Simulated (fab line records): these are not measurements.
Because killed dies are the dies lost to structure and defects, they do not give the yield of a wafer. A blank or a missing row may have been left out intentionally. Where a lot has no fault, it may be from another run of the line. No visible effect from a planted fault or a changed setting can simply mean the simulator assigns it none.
Lot-split experiment :: flow n5 finfet :: 21 wafers read across 7 lots, on a route 1938 steps long

SPLIT DETAILS
At N5_BEOL_M6_PECVD_70 (deposits SiO2 from TEOS/O2, target thk 20 nm, time 22.7 s), the setting time s was moved away from the recipe's 22.7 s on 7 of the 21 wafers read, by -12.0% to +12.8%. This setting was run at the recipe's value on the other wafers.

The reading is taken at the split's own step.

THE READING
SiO2_of_BEOL_M6_PECVD_70.thk nm (the simulator's own value, which no gauge read), in nm, at N5_BEOL_M6_PECVD_70 (deposits SiO2 from TEOS/O2, target thk 20 nm, time 22.7 s). No usual value for it is given in the file. Across the 14 wafers here that went through the recipe, the average is 20.0 nm and the standard deviation 0.34 nm.

wafer: L077.1
tool, chamber at the split: pecvd-03, 0
time s as run, s: 19.98
against the recipe: -12.0%
SiO2_of_BEOL_M6_PECVD_70.thk nm, nm: 17.4
against lot-mates on the recipe: -2.0

wafer: L077.2
tool, chamber at the split: pecvd-03, 1
time s as run, s: 22.7
against the recipe: recipe
SiO2_of_BEOL_M6_PECVD_70.thk nm, nm: 19.4
against lot-mates on the recipe: -

wafer: L077.4
tool, chamber at the split: pecvd-03, 1
time s as run, s: 19.98
against the recipe: -12.0%
SiO2_of_BEOL_M6_PECVD_70.thk nm, nm: 17.8
against lot-mates on the recipe: -1.6

wafer: L079.1
tool, chamber at the split: pecvd-03, 0
time s as run, s: 22.7
against the recipe: recipe
SiO2_of_BEOL_M6_PECVD_70.thk nm, nm: 19.6
against lot-mates on the recipe: -

wafer: L079.3
tool, chamber at the split: pecvd-03, 2
time s as run, s: 22.7
against the recipe: recipe
SiO2_of_BEOL_M6_PECVD_70.thk nm, nm: 19.4
against lot-mates on the recipe: -

wafer: L079.4
tool, chamber at the split: pecvd-03, 1
time s as run, s: 22.7
against the recipe: recipe
SiO2_of_BEOL_M6_PECVD_70.thk nm, nm: 20
against lot-mates on the recipe: -

wafer: L087.1
tool, chamber at the split: pecvd-04, 1
time s as run, s: 21.77
against the recipe: -4.1%
SiO2_of_BEOL_M6_PECVD_70.thk nm, nm: 19
against lot-mates on the recipe: -1.2

wafer: L087.2
tool, chamber at the split: pecvd-04, 0
time s as run, s: 21.77
against the recipe: -4.1%
SiO2_of_BEOL_M6_PECVD_70.thk nm, nm: 19.4
against lot-mates on the recipe: -0.8

wafer: L087.4
tool, chamber at the split: pecvd-04, 1
time s as run, s: 22.7
against the recipe: recipe
SiO2_of_BEOL_M6_PECVD_70.thk nm, nm: 20.2
against lot-mates on the recipe: -

wafer: L089.2
tool, chamber at the split: pecvd-01, 1,0
time s as run, s: 22.7
against the recipe: recipe
SiO2_of_BEOL_M6_PECVD_70.thk nm, nm: 20.2
against lot-mates on the recipe: -

wafer: L089.3
tool, chamber at the split: pecvd-01, 1,0
time s as run, s: 22.7
against the recipe: recipe
SiO2_of_BEOL_M6_PECVD_70.thk nm, nm: 20.2
against lot-mates on the recipe: -

wafer: L089.6
tool, chamber at the split: pecvd-01, 0
time s as run, s: 22.7
against the recipe: recipe
SiO2_of_BEOL_M6_PECVD_70.thk nm, nm: 20.6
against lot-mates on the recipe: -

wafer: L093.3
tool, chamber at the split: pecvd-01, 0,1
time s as run, s: 22.7
against the recipe: recipe
SiO2_of_BEOL_M6_PECVD_70.thk nm, nm: 20.2
against lot-mates on the recipe: -

wafer: L093.6
tool, chamber at the split: pecvd-01, 0,1
time s as run, s: 22.7
against the recipe: recipe
SiO2_of_BEOL_M6_PECVD_70.thk nm, nm: 20.2
against lot-mates on the recipe: -

wafer: L093.5
tool, chamber at the split: pecvd-01, 0
time s as run, s: 25.6
against the recipe: +12.8%
SiO2_of_BEOL_M6_PECVD_70.thk nm, nm: 23
against lot-mates on the recipe: +2.8

wafer: L092.2
tool, chamber at the split: pecvd-03, 2
time s as run, s: 22.7
against the recipe: recipe
SiO2_of_BEOL_M6_PECVD_70.thk nm, nm: 19.6
against lot-mates on the recipe: -

wafer: L092.4
tool, chamber at the split: pecvd-03, 0
time s as run, s: 22.7
against the recipe: recipe
SiO2_of_BEOL_M6_PECVD_70.thk nm, nm: 20
against lot-mates on the recipe: -

wafer: L092.5
tool, chamber at the split: pecvd-03, 2
time s as run, s: 22.7
against the recipe: recipe
SiO2_of_BEOL_M6_PECVD_70.thk nm, nm: 19.8
against lot-mates on the recipe: -

wafer: L096.3
tool, chamber at the split: pecvd-04, 1
time s as run, s: 25.34
against the recipe: +11.6%
SiO2_of_BEOL_M6_PECVD_70.thk nm, nm: 21.8
against lot-mates on the recipe: +1.8

wafer: L096.4
tool, chamber at the split: pecvd-04, 0
time s as run, s: 25.34
against the recipe: +11.6%
SiO2_of_BEOL_M6_PECVD_70.thk nm, nm: 22.4
against lot-mates on the recipe: +2.4

wafer: L096.6
tool, chamber at the split: pecvd-04, 2
time s as run, s: 22.7
against the recipe: recipe
SiO2_of_BEOL_M6_PECVD_70.thk nm, nm: 20
against lot-mates on the recipe: -
Where a row lists several chambers, the file gives one row for several wafers and doesn't say which wafer went through which chamber.

THE FIT
A straight line over all 21 wafers: SiO2_of_BEOL_M6_PECVD_70.thk nm changes by +0.201 nm for each +1% of time s; r = +0.96; the points scatter about the line by 0.35 nm.
The same after taking each lot's own level away (the mean of its wafers on the recipe; 21 wafers): +0.18 nm for each +1%; r = +0.97; scatter 0.26 nm.
On that fit, the largest move of time s shifts the reading by 2.3 nm.
From 19.40 to 20.33 nm: that is the span of the lots' own levels, equal to 2.7 times the standard deviation above.
So the lot-to-lot level changes the slope: the two fits differ.
Check: with one of the wafers moved furthest among these (+12.8%) left out of the fit, the line predicts +2.17 nm for it against its lot-mates. It came out at +2.8 nm against them.

THE OTHER SPLITS THESE WAFERS WENT THROUGH
Other splits were also applied to these wafers ahead of the reading. Each is held against what the fit with the lots' levels taken away leaves over:
other split on the same wafers: N5_BEOL_M4_ILD_DEP_00 time s
wafers away from the commonest value: 8
r with SiO2_of_BEOL_M6_PECVD_70.thk nm (lot level and that fit taken away): -0.10

other split on the same wafers: N5_BEOL_M4_COAT_62 spin rpm
wafers away from the commonest value: 6
r with SiO2_of_BEOL_M6_PECVD_70.thk nm (lot level and that fit taken away): -0.21

other split on the same wafers: N5_BEOL_M4_TRENCH_ETCH_37 bias w
wafers away from the commonest value: 6
r with SiO2_of_BEOL_M6_PECVD_70.thk nm (lot level and that fit taken away): +0.09

other split on the same wafers: N5_BEOL_M5_COAT_74 spin rpm
wafers away from the commonest value: 6
r with SiO2_of_BEOL_M6_PECVD_70.thk nm (lot level and that fit taken away): +0.37

other split on the same wafers: N5_BEOL_M5_COAT_22 spin rpm
wafers away from the commonest value: 7
r with SiO2_of_BEOL_M6_PECVD_70.thk nm (lot level and that fit taken away): +0.22

other split on the same wafers: N5_BEOL_M6_ILD_DEP_00 time s
wafers away from the commonest value: 8
r with SiO2_of_BEOL_M6_PECVD_70.thk nm (lot level and that fit taken away): -0.41

FILE'S OWN FIT
SiO2_of_BEOL_M6_PECVD_70.thk nm changes by +0.187 nm for each +1% of time s, r = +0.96.
